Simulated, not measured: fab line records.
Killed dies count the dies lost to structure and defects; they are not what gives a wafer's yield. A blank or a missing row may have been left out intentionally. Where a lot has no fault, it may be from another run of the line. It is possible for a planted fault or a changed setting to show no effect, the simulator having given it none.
Matching of chambers -- flow nand_harc -- NHARC_P_M2_DEP_33 on pecvd-04: 3 sister chambers
The step deposits SiCN, target thk 30 nm. 6 wafers are shown with their chamber, then 8 later ones without.

WAFERS PAIRED WITH THEIR CHAMBERS
wafer,chamber,heater_power_w (W),chamber_pressure_Torr (Torr)
L084.4,0,466,2.992
L084.6,1,525,2.996
L088.1,0,468,3.007
L088.3,1,553,3.001
L088.6,2,598,3.001
L089.2,2,566,2.993

WAFERS WITH NO CHAMBER GIVEN
wafer,heater_power_w (W),chamber_pressure_Torr (Torr)
L089.3,514,3.005
L089.4,556,2.997
L092.2,485,2.994
L092.4,471,3.000
L092.5,611,3.003
L096.1,496,2.989
L096.2,449,3.011
L096.4,539,2.999

WHICH CHAMBER EACH ONE RAN IN
wafer,from the rows above,in truth
L089.3,can't be placed: 1 or 0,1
L089.4,can't be placed: 1 or 2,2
L092.2,can't be placed: 0 or 1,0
L092.4,0,0
L092.5,2,2
L096.1,can't be placed: 0 or 1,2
L096.2,0,0
L096.4,1,1
Correct placement for 4 of the 8. From these rows, 4 cannot be placed; in 3 the true chamber is one of the candidates. 0 placed wrongly.
How it was worked out, from the rows above alone: a wafer's distance from a chamber is the root of the sum, over the readings, of the square of ((its reading less the chamber's mean) divided by the reading's scatter). If the next closest chamber is less than 2 further off than the closest, the wafer can't be placed; otherwise it belongs to the closest. For every chamber, the mean is computed from those of its wafers that are shown. How the scatter is found: for the shown wafers, subtract from each reading the mean of its chamber, square and add these, divide the total by (wafers less chambers), then take the root.
